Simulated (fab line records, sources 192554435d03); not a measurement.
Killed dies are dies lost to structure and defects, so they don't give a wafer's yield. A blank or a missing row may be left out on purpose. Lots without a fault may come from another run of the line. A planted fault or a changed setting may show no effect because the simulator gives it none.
Which tool did it? | flow n5_finfet | 12 lots, 36 wafers sampled, at 6 steps of a route of 1938

WHAT THE GAUGES READ, wafer by wafer
N5_BEOL_M5_CD_MEAS_18: pitch 56 nm, target cd 28 nm.
lot  | measured     | on        | cd_nm (nm)
L076 | day 8 17:07  | cd_sem-02 | 27.5 28.1 28.4
L077 | day 9 06:20  | cd_sem-02 | 28.0 27.7 27.8
L079 | day 9 15:44  | cd_sem-02 | 27.1 27.9 27.8
L081 | day 9 23:55  | cd_sem-01 | 28.4 28.1 28.4
L083 | day 10 15:14 | cd_sem-02 | 27.9 27.8 28.0
L084 | day 11 00:08 | cd_sem-03 | 28.0 27.6 28.1
L089 | day 12 01:31 | cd_sem-03 | 28.4 28.0 28.0
L088 | day 12 09:28 | cd_sem-02 | 28.5 28.0 27.7
L091 | day 13 20:46 | cd_sem-01 | 27.9 27.6 27.8
L094 | day 14 05:05 | cd_sem-02 | 28.5 27.9 28.1
L096 | day 14 23:54 | cd_sem-03 | 27.8 27.5 27.6
L097 | day 15 02:58 | cd_sem-02 | 28.0 27.9 28.2

WHICH TOOL RAN EACH LOT (tool, then ch and the chambers of the sampled wafers, then the start)
lot  | N5_BEOL_M4_SURFACE_TREAT_85  | N5_BEOL_M4_SPUTTER_81        | N5_BEOL_M4_SPUTTER_88        | N5_BEOL_M4_SPUTTER_96        | N5_BEOL_M5_CURE_79
L076 | pvd_sputter-01, day 8 10:26  | pvd_sputter-02, day 8 11:32  | pvd_sputter-02, day 8 11:58  | pvd_sputter-02, day 8 12:51  | uv_cure-01 ch 1, day 8 15:03
L077 | pvd_sputter-01, day 8 21:54  | pvd_sputter-01, day 8 22:49  | pvd_sputter-01, day 8 23:16  | pvd_sputter-01, day 9 00:08  | uv_cure-02 ch 0, day 9 02:16
L079 | pvd_sputter-01, day 9 09:12  | pvd_sputter-03, day 9 09:54  | pvd_sputter-03, day 9 10:22  | pvd_sputter-03, day 9 11:20  | uv_cure-03 ch 2, day 9 14:01
L081 | pvd_sputter-01, day 9 15:17  | pvd_sputter-01, day 9 16:05  | pvd_sputter-01, day 9 16:32  | pvd_sputter-01, day 9 17:25  | uv_cure-03 ch 0, day 9 19:37
L083 | pvd_sputter-02, day 10 08:55 | pvd_sputter-03, day 10 09:36 | pvd_sputter-03, day 10 10:02 | pvd_sputter-03, day 10 10:55 | uv_cure-03 ch 1, day 10 13:21
L084 | pvd_sputter-02, day 10 12:16 | pvd_sputter-03, day 10 12:56 | pvd_sputter-03, day 10 13:23 | pvd_sputter-03, day 10 14:16 | uv_cure-02 ch 2, day 10 22:06
L089 | pvd_sputter-01, day 11 17:58 | pvd_sputter-02, day 11 18:40 | pvd_sputter-02, day 11 19:06 | pvd_sputter-02, day 11 19:59 | uv_cure-02 ch 0, day 11 22:07
L088 | pvd_sputter-02, day 12 01:38 | pvd_sputter-02, day 12 02:23 | pvd_sputter-02, day 12 02:49 | pvd_sputter-02, day 12 03:42 | uv_cure-03 ch 0, day 12 05:57
L091 | pvd_sputter-01, day 13 13:49 | pvd_sputter-03, day 13 14:50 | pvd_sputter-03, day 13 15:17 | pvd_sputter-03, day 13 16:10 | uv_cure-03 ch 0, day 13 18:23
L094 | pvd_sputter-01, day 13 21:34 | pvd_sputter-02, day 13 22:32 | pvd_sputter-02, day 13 22:59 | pvd_sputter-02, day 13 23:52 | uv_cure-01 ch 2, day 14 02:08
L096 | pvd_sputter-02, day 14 17:08 | pvd_sputter-02, day 14 17:54 | pvd_sputter-02, day 14 18:20 | pvd_sputter-02, day 14 19:13 | uv_cure-02 ch 2, day 14 21:23
L097 | pvd_sputter-01, day 14 20:27 | pvd_sputter-01, day 14 21:11 | pvd_sputter-01, day 14 21:37 | pvd_sputter-01, day 14 22:30 | uv_cure-03 ch 1, day 15 00:55
- N5_BEOL_M4_SURFACE_TREAT_85
- N5_BEOL_M4_SPUTTER_81: material Cu, target thk 4.5 nm, time 8.29 s.
- N5_BEOL_M4_SPUTTER_88: material Cu, target thk 4.5 nm, time 8.29 s.
- N5_BEOL_M4_SPUTTER_96: material Cu, target thk 4.5 nm, time 8.29 s.
- N5_BEOL_M5_CURE_79: cures SiCOH lowk, time 240 s.

THE ANSWER, worked out from the rows above alone
Rule: what is usual is taken from the lots themselves. Put in order of their means at a reading, lots are off if they are a third of the lots or fewer, leave a main group of 4 or more, and stand apart from it by a gap of 3 or more times the standard deviation of the main group's means; of several such gaps the widest counts. A main group whose means are all the same, to the digits that the tables above print for the reading, isn't used. A lot without any number at a reading at which 4 lots or more have one is off too. The other lots that the step has rows for count as sound.
No lot is off at any reading shown: from this, nothing can be told.

WHAT THE SIMULATOR HAD PUT IN
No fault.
